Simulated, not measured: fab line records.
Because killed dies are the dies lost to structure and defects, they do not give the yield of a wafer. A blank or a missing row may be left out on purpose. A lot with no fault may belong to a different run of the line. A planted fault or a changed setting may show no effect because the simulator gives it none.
Which tool was responsible? || flow nand harc || 12 lots, 36 wafers sampled, at 1 step of a route of 1302

WHAT THE GAUGES READ, wafer by wafer
NHARC_A_CONTACT_CD_MEAS_53.
{"lot": "L075", "measured": "day 22 02:23", "on": "cd sem-01", "cd nm (nm)": "289.3 289.3 289.2"}
{"lot": "L079", "measured": "day 23 03:27", "on": "cd sem-01", "cd nm (nm)": "288.6 288.2 288.2"}
{"lot": "L080", "measured": "day 23 10:58", "on": "cd sem-01", "cd nm (nm)": "289.8 290.0 289.9"}
{"lot": "L081", "measured": "day 24 11:16", "on": "cd sem-02", "cd nm (nm)": "289.1 289.1 289.2"}
{"lot": "L083", "measured": "day 25 05:48", "on": "cd sem-02", "cd nm (nm)": "289.3 288.7 289.2"}
{"lot": "L084", "measured": "day 25 21:07", "on": "cd sem-01", "cd nm (nm)": "289.6 288.6 289.4"}
{"lot": "L087", "measured": "day 27 01:58", "on": "cd sem-03", "cd nm (nm)": "289.3 290.2 289.6"}
{"lot": "L088", "measured": "day 27 17:38", "on": "cd sem-02", "cd nm (nm)": "290.0 290.2 290.0"}
{"lot": "L091", "measured": "day 29 02:11", "on": "cd sem-02", "cd nm (nm)": "287.6 288.0 287.9"}
{"lot": "L092", "measured": "day 29 07:54", "on": "cd sem-02", "cd nm (nm)": "290.5 290.4 289.8"}
{"lot": "L095", "measured": "day 30 14:20", "on": "cd sem-03", "cd nm (nm)": "289.5 289.8 289.4"}
{"lot": "L096", "measured": "day 32 03:37", "on": "cd sem-02", "cd nm (nm)": "291.2 290.4 291.0"}

TOOL THAT RAN EACH LOT (tool first, then ch and the chambers of the sampled wafers, then the start)
No process step before these readings appears in the record.

THE ANSWER, worked out from the rows above alone
Rule: what is usual is taken from the lots themselves. The widest of any qualifying gaps counts: lots, ordered by their means at a reading, are off when they make up no more than a third of the lots, leave a main group of 4 or more, and stand apart from it by 3 or more times the standard deviation of that group's means. The tables above print the reading to a certain number of digits; a main group whose means all agree to those digits is not used. Also off: a lot with no number at a reading for which 4 or more lots have one. All remaining lots with rows at the step are treated as sound.
None of the lots is off at any reading shown; this tells nothing.

WHAT THE SIMULATOR HAD PUT IN
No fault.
